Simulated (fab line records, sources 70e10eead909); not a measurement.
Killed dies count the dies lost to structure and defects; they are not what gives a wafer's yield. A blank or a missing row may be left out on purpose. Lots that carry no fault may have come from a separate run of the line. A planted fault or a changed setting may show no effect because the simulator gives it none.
Which tool did it?    flow nand harc    12 lots with 36 wafers sampled at 6 steps, on a route of 1302 steps

## WHAT THE GAUGES SHOWED, per wafer
NHARC_P_ZERO_WELL_INSPECT_43. Usual: raw defect count reads 13 (standard deviation 5.1).
lot   measured      on                 raw defect count  flag
L155  day 2 03:50   defect inspect-01  18 9 10           
L156  day 2 13:44   defect inspect-02  9 9 11            
L159  day 3 19:23   defect inspect-02  14 17 16          
L160  day 4 05:40   defect inspect-02  17 9 4            
L161  day 4 15:29   defect inspect-02  15 10 9           
L162  day 5 01:10   defect inspect-01  18 18 10          
L164  day 5 21:38   defect inspect-02  12 5 10           
L166  day 6 17:43   defect inspect-01  10 11 19          
L167  day 7 03:41   defect inspect-02  23 33 11          
L168  day 7 13:37   defect inspect-01  14 21 9           
L169  day 7 23:47   defect inspect-02  10 17 22          
L178  day 11 18:12  defect inspect-02  9 10 6            

NHARC_P_GATE_CD_MEAS_11: the cd target is 1640 nm. Usual: cd nm reads 1639.9 nm (standard deviation 1.6).
lot   measured      on         cd nm (nm)            flag
L155  day 4 11:23   cd sem-02  1637.4 1642.6 1638.8  
L156  day 4 18:24   cd sem-01  1637.9 1640.8 1638.3  
L159  day 5 20:30   cd sem-02  1642.5 1639.6 1639.7  
L160  day 6 12:53   cd sem-02  1638.7 1639.3 1640.4  
L161  day 6 20:16   cd sem-02  1639.3 1636.9 1637.5  
L162  day 7 03:50   cd sem-02  1639.9 1640.6 1640.4  
L164  day 8 01:14   cd sem-03  1642.0 1640.3 1639.9  
L166  day 8 21:43   cd sem-02  1638.5 1639.3 1639.2  
L167  day 9 06:23   cd sem-03  1639.2 1638.5 1640.4  
L168  day 10 14:04  cd sem-02  1639.8 1642.2 1637.9  
L169  day 10 13:55  cd sem-03  1640.4 1639.4 1637.7  
L178  day 14 00:08  cd sem-01  1641.5 1639.1 1640.1  

NHARC_P_GATE_CD_MEAS_26: the cd target is 120 nm. Usual: cd nm reads 119.8 nm (standard deviation 0.61).
lot   measured      on         cd nm (nm)                        flag
L155  day 5 03:53   cd sem-02  119.5 119.7 118.8                 
L156  day 5 09:06   cd sem-03  120.2 119.5 119.3                 
L159  day 6 10:19   cd sem-01  119.3 119.6 119.6                 
L160  day 7 03:53   cd sem-03  117.8 119.9 120.0                 
L161  day 7 15:26   cd sem-02  119.0 118.5 119.6                 
L162  day 7 18:00   cd sem-01  120.5 120.4 119.7                 
L164  day 8 15:25   cd sem-03  120.2 119.4 119.6                 
L166  day 9 16:19   cd sem-03  120.1 118.2 120.1                 
L167  day 9 22:05   cd sem-02  120.9 119.9 119.6                 
L168  day 11 03:53  cd sem-01  119.5 119.1 119.5                 
L169  day 11 05:10  cd sem-02  100.5 99.5 100.0 100.4 99.6 99.8  OFF
L178  day 14 17:40  cd sem-01  120.2 119.0 120.3                 

NHARC_END_SORT_01. Usual: defect limited yield 92.0 %, standard deviation 2.8; killed at array 49, standard deviation 19; killed at other 0.9, standard deviation 1.1; killed at periphery 4.0, standard deviation 2.7; killed dies 54, standard deviation 19; killed open 3.3, standard deviation 1.8; killed short 2.6, standard deviation 1.6; sort_bin_2_pct 2.9 %, standard deviation 1.2; sort_bin_3_pct 0.5 %, standard deviation 0.36; sort_bin_4_pct 4.6 %, standard deviation 1.5; sort n pass 623, standard deviation 19; sort rim yield pct 91 %, standard deviation 4.7; sort yield pct 92.0 %, standard deviation 2.8.
lot   measured      on         defect limited yield (%)  killed at array  killed at other  killed at periphery  killed dies  killed open  killed short  sort_bin_2_pct (%)  sort_bin_3_pct (%)  sort_bin_4_pct (%)  sort n pass  sort rim yield pct (%)  sort yield pct (%)  flag
L164  day 27 15:11  prober-02  91.0 92.0 94.5            55 51 32         2 0 0            4 3 5                61 54 37     5 1 5        3 2 2         2.5 2.5 3.0         0.7 0.6 0           5.8 4.9 2.5         616 623 640  92 97 85                91.0 92.0 94.5      
L168  day 30 19:33  prober-02  87.1 87.9 90.1            86 79 63         1 1 2            0 2 2                87 82 67     3 4 4        1 1 1         4.6 5.3 4.0         1.6 0.6 0.9         6.6 6.2 5.0         590 595 610  93 91 81                87.1 87.9 90.1      

## EACH LOT AND THE TOOL THAT RAN IT (in order: tool; ch and the chambers of the sampled wafers; start)
lot   NHARC_P_GATE_EXPOSE_23              NHARC_P_GATE_STRIP_108
L155  arfi scanner-03 ch 0, day 5 03:44   rie diel-11 ch 0,1,2, day 5 04:41
L156  arfi scanner-01 ch 0, day 5 08:58   rie diel-06 ch 0,2,3, day 5 09:56
L159  arfi scanner-02 ch 0, day 6 10:10   rie diel-03 ch 1,3, day 6 11:10
L160  arfi scanner-03 ch 0, day 7 03:44   rie diel-03 ch 0,3, day 7 04:41
L161  arfi scanner-03 ch 0, day 7 15:18   rie diel-03 ch 0,2, day 7 16:14
L162  arfi scanner-03 ch 0, day 7 17:52   rie diel-03 ch 0,3, day 7 18:50
L164  arfi scanner-01 ch 0, day 8 15:17   rie diel-06 ch 1,3, day 8 16:14
L166  arfi scanner-01 ch 0, day 9 16:10   rie diel-11 ch 0,1,3, day 9 17:08
L167  arfi scanner-03 ch 0, day 9 21:56   rie diel-06 ch 0,3, day 9 22:53
L168  arfi scanner-01 ch 0, day 11 03:45  rie diel-03 ch 1,2, day 11 04:42
L169  arfi scanner-02 ch 0, day 11 05:02  rie diel-11 ch 1,2,3, day 12 00:30
L178  arfi scanner-01 ch 0, day 14 17:32  rie diel-06 ch 0,2, day 14 18:28
- NHARC_P_GATE_EXPOSE_23: exposes mask P GATE, target cd 120 nm.
- NHARC_P_GATE_STRIP_108: strips in O2.

## WHAT THE TOOLS THEMSELVES READ (means of the sampled wafers that have a number; where no wafer has one, the mark that the record gives instead)
NHARC_P_GATE_STRIP_108. Usual: drypump motor current A 5.6 A, standard deviation 0.38; oes product au 0.999 a.u., standard deviation 0.011; rf vpp V 57.9 V, standard deviation 0.96; showerhead plenum p Torr 3.62 Torr, standard deviation 0.15; throttle valve pct 17.035 %, standard deviation 0.0085.
lot   tool         drypump motor current A (A)  oes product au (a.u.)  rf vpp V (V)  showerhead plenum p Torr (Torr)  throttle valve pct (%)  flag
L155  rie diel-11  5.6                          1.003                  58.2          3.65                             17.045                  
L156  rie diel-06  5.4                          1.008                  58.1          3.70                             17.039                  
L159  rie diel-03  5.5                          0.998                  57.4          3.66                             17.038                  
L160  rie diel-03  6.2                          0.993                  58.0          3.53                             17.032                  
L161  rie diel-03  6.1                          0.994                  57.4          3.42                             17.037                  
L162  rie diel-03  6.2                          0.989                  57.4          3.53                             17.034                  
L164  rie diel-06  5.8                          0.999                  58.3          3.75                             17.038                  
L166  rie diel-11  5.7                          1.008                  58.7          3.52                             17.039                  
L167  rie diel-06  5.2                          1.005                  58.0          3.69                             17.036                  
L168  rie diel-03  5.4                          1.012                  57.0          3.55                             17.039                  
L169  rie diel-11  5.5                          1.008                  58.1          3.64                             17.025                  
L178  rie diel-06  5.3                          1.003                  57.9          3.67                             17.037                  

## THE ANSWER, worked out from the rows above alone
Rule: lot off if the mean of its wafers having a number is beyond 3 standard deviations from the usual mean. A lot without any number at a reading at which 4 lots or more have one is off too. The other lots that the step has rows for count as sound. Order of review: gauges by route order, followed by the tools' own readings, for which a lot's mean as printed above is used. The first step at which some lot is off is used, and at that step the reading that is off furthest; a lot without a number counts as furthest.
Off: L169, at NHARC_P_GATE_CD_MEAS_26 (cd nm).
A tool fits if, at a process step before that reading, it ran every lot that is off, and no sound lot after the first of them. Gauges at NHARC_P_GATE_CD_MEAS_26: tried the same way as those tools. 2 tools fit, arfi scanner-02 at NHARC_P_GATE_EXPOSE_23 and cd sem-02 at NHARC_P_GATE_CD_MEAS_26, so this cannot tell which one it is.

## WHAT THE SIMULATOR PUT IN
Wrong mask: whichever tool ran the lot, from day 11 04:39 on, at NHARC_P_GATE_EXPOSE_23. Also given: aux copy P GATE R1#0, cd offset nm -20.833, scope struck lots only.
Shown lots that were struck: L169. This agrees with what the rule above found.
